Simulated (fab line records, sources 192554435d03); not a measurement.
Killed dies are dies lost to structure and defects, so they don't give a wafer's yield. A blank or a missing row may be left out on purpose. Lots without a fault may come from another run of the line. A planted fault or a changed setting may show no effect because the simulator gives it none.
A struck lot beside a sound one | flow n5_finfet | 14 steps out of a route of 1938
Sound: wafers L101.2, L101.3, L101.5. Struck: wafer L112.2. (L112.4 of the same lot was not struck and is left out.) The cause comes at the end.
At each step with rows: each side's tool, then ch and its chambers, then its first start. Under that, the readings that differ: sound wafers | struck wafers | difference of the means | sigmas: that difference in standard deviations of wafers without a fault.
alike: readings whose means differ by less than 2 such deviations, and words and numbers that are the same on both sides. not compared: withheld readings, readings that some wafer has no value for, bounds like >300 that may hide the same value, and numbers for which the record gives no deviation and whose values overlap.
The two part at a step that has a row with sigmas, a row that says differs or no value, or rows on one side only. Numbers that don't overlap but have no deviation are shown without sigmas and don't part them. A reading that every wafer of one side lacks parts them only if that side has two wafers or more.

first, 4 steps without rows for these wafers: N5_BEOL_M10_SOFTBAKE_06 (time 60 s); N5_BEOL_M10_EXPOSE_08 (exposes mask M10); N5_BEOL_M10_PEB_09 (peb time 60 s); N5_BEOL_M10_DEVELOP_10 (develop time 30 s).
N5_BEOL_M10_CD_MEAS_11: target cd 64.1 nm.
  sound on cd_sem-01 ch 0, day 13 07:08; struck on cd_sem-01 ch 0, day 16 07:41
  alike: cd_nm
N5_BEOL_M10_OVL_MEAS_12:
  sound on overlay-02 ch 0, day 13 07:10; struck on overlay-02 ch 0, day 16 07:43
  alike: M10_OVL
N5_BEOL_M10_INSPECT_13: inspects for defects (brightfield).
  sound on defect_inspect-02, day 13 07:11; struck on defect_inspect-01, day 16 07:45
  alike: raw_defect_count
N5_BEOL_M10_DESCUM_16: chemistry O2, time 7.9 s.
  sound on rie_diel-02 ch 0,2, day 13 07:13; struck on rie_diel-02 ch 2, day 16 07:47
  alike: drypump_motor_current_A, oes_product_au, rf_vpp_V, showerhead_plenum_p_Torr, throttle_valve_pct
  not compared: rf_hours_counter_h
N5_BEOL_M10_ETCH_61: etches SiARC in CF4, target depth 39 nm, time 65 s.
  sound on rie_diel-02 ch 0,2, day 13 07:15; struck on rie_diel-02 ch 2, day 16 07:49
  alike: drypump_motor_current_A, etch_rf_on_time_s, oes_product_au, rf_vpp_V, showerhead_plenum_p_Torr, throttle_valve_pct
  not compared: rf_hours_counter_h
N5_BEOL_M10_ETCH_62: etches SOC in N2/H2, target depth 110 nm, overetch 22 nm, time 165 s.
  sound on rie_diel-02 ch 0,2, day 13 07:18; struck on rie_diel-02 ch 2, day 16 07:52
  alike: drypump_motor_current_A, oes_product_au, rf_vpp_V, showerhead_plenum_p_Torr, throttle_valve_pct
  not compared: rf_hours_counter_h
then, 1 step without rows for these wafers: N5_BEOL_M10_STRIP_68 (strips in N2/H2).
N5_BEOL_M10_STRIP_67: strips in CF4.
  sound on rie_diel-02 ch 0,2, day 13 07:27; struck on rie_diel-02 ch 2, day 16 08:01
  alike: drypump_motor_current_A, oes_product_au, power_w, rf_vpp_V, showerhead_plenum_p_Torr, throttle_valve_pct
  not compared: rf_hours_counter_h
N5_BEOL_M10_HM_OPEN_17: chemistry Cl2/BCl3, target TiN, target depth 20 nm, overetch 6 nm.
  sound on rie_metal-01 ch 0,1, day 13 07:29; struck on rie_metal-03 ch 1, day 16 08:03
  reading                                   | sound             | struck | difference | sigmas
  throttle_valve_pct (%)                    | 22.00 22.01 21.87 | 22.69  | +0.73      | +3
  model.SOC_of_BEOL_M10_COAT_59.thk_nm (nm) | 92 92.2 92.4      | 89.2   | -3.0       |
  alike: drypump_motor_current_A, oes_product_au
  not compared: rf_hours_counter_h
N5_BEOL_M10_STRIP_19: strips in O2.
  sound on rie_diel-02 ch 1,2, day 13 07:38; struck on rie_diel-02 ch 2, day 16 08:10
  reading                | sound             | struck | difference | sigmas
  rf_vpp_V (V)           | 4.2 4.6 4.7       | 2.6    | -1.9       | -4
  throttle_valve_pct (%) | 16.68 16.20 16.19 | 16.74  | +0.38      | +2
  alike: drypump_motor_current_A, oes_product_au, showerhead_plenum_p_Torr
  not compared: rf_hours_counter_h

WHERE THEY PART
First at N5_BEOL_M10_HM_OPEN_17; last, within this record, at N5_BEOL_M10_STRIP_19.

WHY: what the simulator had put in
Process parameter drift: rie_metal-03, from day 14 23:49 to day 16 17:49, at N5_BEOL_M10_HM_OPEN_17. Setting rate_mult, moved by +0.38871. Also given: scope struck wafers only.
